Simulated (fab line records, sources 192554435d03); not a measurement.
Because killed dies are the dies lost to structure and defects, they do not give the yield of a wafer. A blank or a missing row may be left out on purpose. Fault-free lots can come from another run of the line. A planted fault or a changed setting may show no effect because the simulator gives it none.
2 desks looking at one fault    flow n5_finfet    only its own numbers are on each desk; what lay behind them is given at the end

== AT THE TOOL OWNER'S DESK: litho_track-02 ==
The tool's own readings at N5_BEOL_M0_SAQP_COAT_81 (time 60 s, resist thk 100 nm): means of the sampled wafers that have a number, for each lot that ran on this tool. If a lot's mean is further than 4 standard deviations from the usual mean, the lot is out of limits and carries the mark OUT (the distance appears in the brackets).
Columns: A = heater_power_total_W at N5_BEOL_M0_SAQP_COAT_81, usual 500.4 W; B = plate_temp_C at N5_BEOL_M0_SAQP_COAT_81, usual 250.04 C
lot   first seen here  A                        B
L348  day 5 18:58      499.9                    249.99
L357  day 8 00:18      500.6                    250.19
L358  day 8 13:50      841.4 (+99 or more) OUT  267.92 (+99 or more) OUT
L359  day 8 19:44      841.9 (+99 or more) OUT  268.00 (+99 or more) OUT
Finding of this desk: L358, L359 out of limits; the first was L358 at day 8 13:50, on heater_power_total_W at N5_BEOL_M0_SAQP_COAT_81. In limits: L348, L357.

== METROLOGY DESK ==
What the gauges read for every lot (on any tool): the sampled wafers with a number, averaged. If a lot's mean is further than 4 standard deviations from the usual mean, the lot is out of limits and carries the mark OUT (the distance appears in the brackets). Of its 10 readings 7 are shown: those that lie furthest out on some lot.
Columns: A = DIBL_N at N5_BEOL_M4_RC_MEAS_101, usual 36.3 mV/V; B = DIBL_P at N5_BEOL_M4_RC_MEAS_101, usual 36.7 mV/V; C = IOFF_N at N5_BEOL_M4_RC_MEAS_101, usual 0.164 nA/um; D = ION_P at N5_BEOL_M4_RC_MEAS_101, usual 461 uA/um; E = SS_N at N5_BEOL_M4_RC_MEAS_101, usual 71.6 mV/dec; F = SS_P at N5_BEOL_M4_RC_MEAS_101, usual 73.3 mV/dec; G = VT_N at N5_BEOL_M4_RC_MEAS_101, usual 249.4 mV
lot   first seen here  A     B     C      D    E     F     G
L348  day 8 04:02      36.7  35.1  0.160  462  71.7  73.0  250.3
L353  day 9 11:40      35.1  35.1  0.130  463  70.9  72.6  253.3
L357  day 10 14:32     35.5  36.4  0.165  464  71.5  73.5  248.4
L358  day 10 17:22     37.1  37.3  0.180  462  72.0  74.2  249.8
L359  day 11 07:54     37.1  35.7  0.158  453  71.6  73.3  250.0
L365  day 12 16:58     33.6  35.2  0.132  456  71.1  72.7  252.2
L367  day 12 22:19     38.2  37.0  0.186  460  71.3  73.4  247.1
L368  day 13 12:11     36.8  37.8  0.179  462  71.5  73.6  246.4
L370  day 13 19:11     37.0  38.8  0.173  466  71.6  73.9  249.9
Result from this desk: across the 9 lots, nothing is out of limits.

== PUT TOGETHER ==
On L358, L359, at day 8 13:50, an alarm was possible from the tool owner's desk.
The metrology desk saw nothing out of limits.
The metrology desk holds a record of L358, L359, inside its limits.
On litho_track-02, each named lot ran N5_BEOL_M0_SAQP_COAT_81.

== WHAT THE SIMULATOR HAD INSERTED ==
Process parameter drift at N5_BEOL_M0_SAQP_COAT_81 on litho_track-02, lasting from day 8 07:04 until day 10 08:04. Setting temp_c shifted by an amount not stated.
Shown lots that were struck: L358, L359.
Hours from the fault's start to each desk's first reading out of limits: the tool owner's desk, 7.
